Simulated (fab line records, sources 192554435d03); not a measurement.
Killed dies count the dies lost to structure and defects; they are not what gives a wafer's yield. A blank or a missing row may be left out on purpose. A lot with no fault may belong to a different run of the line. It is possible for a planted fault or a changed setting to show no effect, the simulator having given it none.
Code-filled problem report in 8D (eight disciplines) form    flow n5-finfet    the parts of the form that need people (team, actions taken, sign-off) are left out

1. WHAT IS WRONG
Mean of cd-nm at N5_DUMMY_GATE_CD_MEAS_15: 23.95 nm across 6 wafers in 2 lots; on wafers with no fault it is 24.99 nm (standard deviation 0.22). Relative to the usual mean, that is a shift of -4.7 standard deviations.
The step: target cd 25.8 nm.
The first sign was on wafer L740.1 at day 7 17:32, on cd-sem-03. The record has a number at this step for 29 wafers belonging to 10 lots. Rule for "out" (also "out of limits"): further than 4 standard deviations from the usual mean. All remaining wafers that have a number are taken as sound.

2. WHAT IT IS, WHAT IT ISN'T
question                     is                      is not
which readings at this step  cd-nm                   -
which lots                   L740, L741              L722, L723, L725, L726, L727, L728, L742, L744
which wafers of those lots   all that have a number  -
read on which gauges         cd-sem-01, cd-sem-03    cd-sem-02
when                         from day 7 17:32        up to then (17 sound wafers); but 6 sound wafers of L742, L744 came after

3. THE SUSPECTS, EACH WITH WHAT RULES IT OUT
Counting: a tool at a process step up to the reading stays a suspect if it ran every lot that is out and no sound lot after the first of them.
- ruled out: the gauge at N5_DUMMY_GATE_CD_MEAS_15. Those wafers that are out were read across 2 gauges (cd-sem-01, cd-sem-03).
- euv-scanner-01 at N5_DUMMY_GATE_EXPOSE_12 (exposes mask GATE, target cd 25 nm): kept. It processed each lot that is out, first L740 at day 7 17:25, and no sound lot thereafter; up to then, the last sound lot it processed was L728 at day 4 16:02. Out on those wafers are its own readings of exposure-dose-mJ-cm2.
The count leaves euv-scanner-01 at N5_DUMMY_GATE_EXPOSE_12.

4. THE CAUSE (what the simulator had put in)
Drift in process parameters on euv-scanner-01 at N5_DUMMY_GATE_EXPOSE_12, starting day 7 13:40. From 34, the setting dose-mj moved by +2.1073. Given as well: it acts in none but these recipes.
After counting, this tool was the only one left.

5. THE EFFECT CHAIN, in route order
Each row: a reading where the mean over the struck wafers with a number is more than 3 standard deviations away from the usual. Only readings whose record carries a usual standard deviation are examined. hours: median over the lots of the time between each lot's start at the first step of this table that gives one and its start at this step. sigmas: the change, counted in usual standard deviations.
hours  step                      reading               usual     on struck wafers  change  sigmas
0      N5_DUMMY_GATE_EXPOSE_12   exposure-dose-mJ-cm2  33.98     35.90             +1.92   +34
0      N5_DUMMY_GATE_CD_MEAS_15  cd-nm                 24.99 nm  23.95             -1.04   -4.7
It contains these process steps:
- N5_DUMMY_GATE_EXPOSE_12: exposes mask GATE, target cd 25 nm.
At these later measuring or inspecting steps, every struck wafer for which the step has a row has a number for every such reading, and none has moved that far: N5_BEOL_M4_RC_MEAS_101.

6. WHAT WOULD HAVE CAUGHT IT SOONER
Counted from the fault's start at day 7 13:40, it took 4 hours until the first out-of-limits reading at a measuring or inspecting step in this record, taken at day 7 17:32.
The tool's own readings at N5_DUMMY_GATE_EXPOSE_12 were out on every struck wafer that the step has a row for (exposure-dose-mJ-cm2): an alarm limit on them would have fired on the first of those.
Among the 2 lots that are out, L741 began N5_DUMMY_GATE_EXPOSE_12 on euv-scanner-01 after day 7 17:32. It would have been spared by a hold on the tool at that moment.
